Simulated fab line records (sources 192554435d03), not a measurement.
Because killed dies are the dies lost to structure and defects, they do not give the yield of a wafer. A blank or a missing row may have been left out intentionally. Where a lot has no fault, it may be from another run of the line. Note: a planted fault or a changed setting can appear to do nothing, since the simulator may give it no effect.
Code-filled problem report in 8D (eight disciplines) form | flow n5_finfet | the parts of the form that need people (team, actions taken, sign-off) are left out

== 1. THE PROBLEM ==
A mean of 141 is read at N5_PASSIVATION_PROBE_49 for killed_at_front_end, taken on 1 wafer of 1 lot, against 43 (standard deviation 11) on wafers free of any fault. That puts it +8.9 standard deviations away from the usual mean.
First seen on wafer L496.1, day 15 04:43, on prober-01. Wafers with a number at this step in the record: 33, from 11 lots. By rule, "out" or "out of limits" means more than 4 standard deviations away from the usual mean. All remaining wafers that have a number are taken as sound.

== 2. WHAT IT IS AND WHAT IT IS NOT ==
question                    | is                                                                                                       | is not
which readings at this step | killed_at_front_end, defect_limited_yield, killed_dies, sort_bin_5_function, sort_n_pass, sort_yield_pct | killed_at_M0_to_M3, killed_at_M4_up, killed_at_contacts, killed_at_other, killed_open, killed_short
which lots                  | L496                                                                                                     | L485, L486, L488, L489, L490, L491, L492, L493, L500, L506
which wafers of those lots  | L496.1                                                                                                   | L496.2, L496.3
read on which tools         | prober-01                                                                                                | prober-02
when                        | from day 15 04:43                                                                                        | up to then (21 sound wafers); but 11 sound wafers of L486, L496, L500, L506 came after

== 3. WHAT RULES OUT EACH SUSPECT ==
Counting: any tool at a process step up to the reading remains a suspect provided it ran every lot that is out. Sound lots after the first of them don't rule it out here, since some wafers of a struck lot are sound.
- ald_sin-01 at N5_SDB_ALD_29 (deposits SiNx, target thk 30 nm, pulse time 1 s, ald cycles 600): kept. The lot that is out, L496, ran on it at day 6 17:37; the last sound lot it ran before that was L493, at day 6 02:29.
- rie_diel-06 at N5_MIM_BOT_ETCH_STRIP_01 (strips in O2): kept. The lot that is out, L496, ran on it at day 14 18:56; the last sound lot it ran before that was L493, at day 14 18:44.
- rie_diel-06 at N5_PASSIVATION_STRIP_48 (strips in O2): kept. The lot that is out, L496, ran on it at day 15 02:14; the last sound lot it ran before that was L493, at day 14 23:52.
- prober-01 at N5_PASSIVATION_PROBE_49: kept. The lot that is out, L496, ran on it at day 15 04:43; the last sound lot it ran before that was L491, at day 14 05:35. Out on those wafers are its own readings of defect_limited_yield, killed_at_front_end, killed_dies, sort_bin_5_function, sort_n_pass, sort_yield_pct.
- Within ald_sin-01 at N5_SDB_ALD_29: the wafers that are out ran in chamber 3; their sound lot-mates ran in chambers 1, 2.
- Within rie_diel-06 at N5_MIM_BOT_ETCH_STRIP_01: the wafers that are out ran in chamber 1; their sound lot-mates ran in chambers 0, 2.
- Within rie_diel-06 at N5_PASSIVATION_STRIP_48: the wafers that are out ran in chamber 1; their sound lot-mates ran in chambers 0, 2.
Left after counting: ald_sin-01 at N5_SDB_ALD_29, rie_diel-06 at N5_MIM_BOT_ETCH_STRIP_01, rie_diel-06 at N5_PASSIVATION_STRIP_48, prober-01 at N5_PASSIVATION_PROBE_49.

== 4. THE CAUSE (what the simulator had put in) ==
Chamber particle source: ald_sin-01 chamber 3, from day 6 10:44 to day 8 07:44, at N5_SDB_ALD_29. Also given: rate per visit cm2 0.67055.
After counting, 4 suspects remain, this tool included.

== 5. THE CHAIN OF EFFECTS, in route order ==
Each row: a reading whose mean over the struck wafers that have a number lies more than 3 standard deviations from the usual. Only readings whose record carries a usual standard deviation are examined. hours: median over the lots of the time between each lot's start at the first step of this table that gives one and its start at this step. sigmas: the change, counted in usual standard deviations.
hours | step                    | reading              | usual  | on struck wafers | change | sigmas
0     | N5_PASSIVATION_PROBE_49 | defect_limited_yield | 91.0 % | 81.6             | -9.4   | -7.2
0     | N5_PASSIVATION_PROBE_49 | killed_at_front_end  | 43     | 141              | +98    | +8.9
0     | N5_PASSIVATION_PROBE_49 | killed_dies          | 106    | 217              | +111   | +7.4
0     | N5_PASSIVATION_PROBE_49 | sort_bin_5_function  | 5.3 %  | 12.2             | +6.9   | +7.8
0     | N5_PASSIVATION_PROBE_49 | sort_n_pass          | 1074   | 963              | -111   | -7.4
0     | N5_PASSIVATION_PROBE_49 | sort_yield_pct       | 91.0 % | 81.6             | -9.4   | -7.2
Here are the process steps it includes:
- N5_PASSIVATION_PROBE_49

== 6. HOW IT WOULD HAVE BEEN CAUGHT EARLIER ==
First out-of-limits reading in this record: day 15 04:43, which is 210 hours after fault onset at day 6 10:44.
Tool readings at N5_SDB_ALD_29 with a usual standard deviation given in the record: none out on any struck wafer, hence no alarm at a limit of 4 standard deviations on them.
By day 15 04:43, every lot that is out (1) had started N5_SDB_ALD_29 on ald_sin-01. Had the tool been put on hold then, not one of them would have been saved.
